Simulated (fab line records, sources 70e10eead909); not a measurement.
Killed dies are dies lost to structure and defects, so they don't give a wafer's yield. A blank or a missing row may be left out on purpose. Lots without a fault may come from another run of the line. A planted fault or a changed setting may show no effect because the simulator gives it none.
Chamber matching | flow nand_harc | NHARC_A_CONTACT_ETCH_31 on rie_diel-04: 4 sister chambers
The step etches the open film in O2/COS, target depth 2000 nm, time 520 s. 8 wafers are shown with their chamber, then 7 later ones without.

WAFERS WITH THEIR CHAMBER
wafer  | chamber | showerhead_plenum_p_Torr (Torr) | drypump_motor_current_A (A)
L673.6 | 3       | 2.97                            | 5.1
L675.4 | 0       | 3.18                            | 5.9
L674.1 | 2       | 3.08                            | 5.9
L677.1 | 2       | 3.07                            | 5.9
L677.3 | 0       | 3.17                            | 5.8
L677.4 | 1       | 3.31                            | 5.5
L690.3 | 1       | 3.30                            | 5.5
L690.4 | 3       | 2.96                            | 5.1

WAFERS WITHOUT THEIR CHAMBER
wafer  | showerhead_plenum_p_Torr (Torr) | drypump_motor_current_A (A)
L690.6 | 2.96                            | 5.1
L689.1 | 3.07                            | 5.9
L689.2 | 3.17                            | 5.8
L689.3 | 3.30                            | 5.4
L691.1 | 3.17                            | 5.9
L691.2 | 3.07                            | 5.8
L691.6 | 3.07                            | 5.8

WHICH CHAMBER EACH WENT THROUGH
wafer  | from the rows above | in truth
L690.6 | 3                   | 3
L689.1 | 2                   | 2
L689.2 | 0                   | 0
L689.3 | 1                   | 1
L691.1 | 0                   | 0
L691.2 | 2                   | 2
L691.6 | 2                   | 2
Placed correctly: 7 of 7. Can't be placed from these rows: 0. Placed wrongly: 0.
How it was worked out, from the rows above alone: a wafer's distance from a chamber is the root of the sum, over the readings, of the square of ((its reading less the chamber's mean) divided by the reading's scatter). The wafer belongs to the nearest chamber; if the next one is less than 2 further off, it can't be placed. A chamber's mean is the mean of its shown wafers. The scatter: the root of (the sum of the squares of (reading less its chamber's mean) over the shown wafers, divided by (wafers less chambers)).
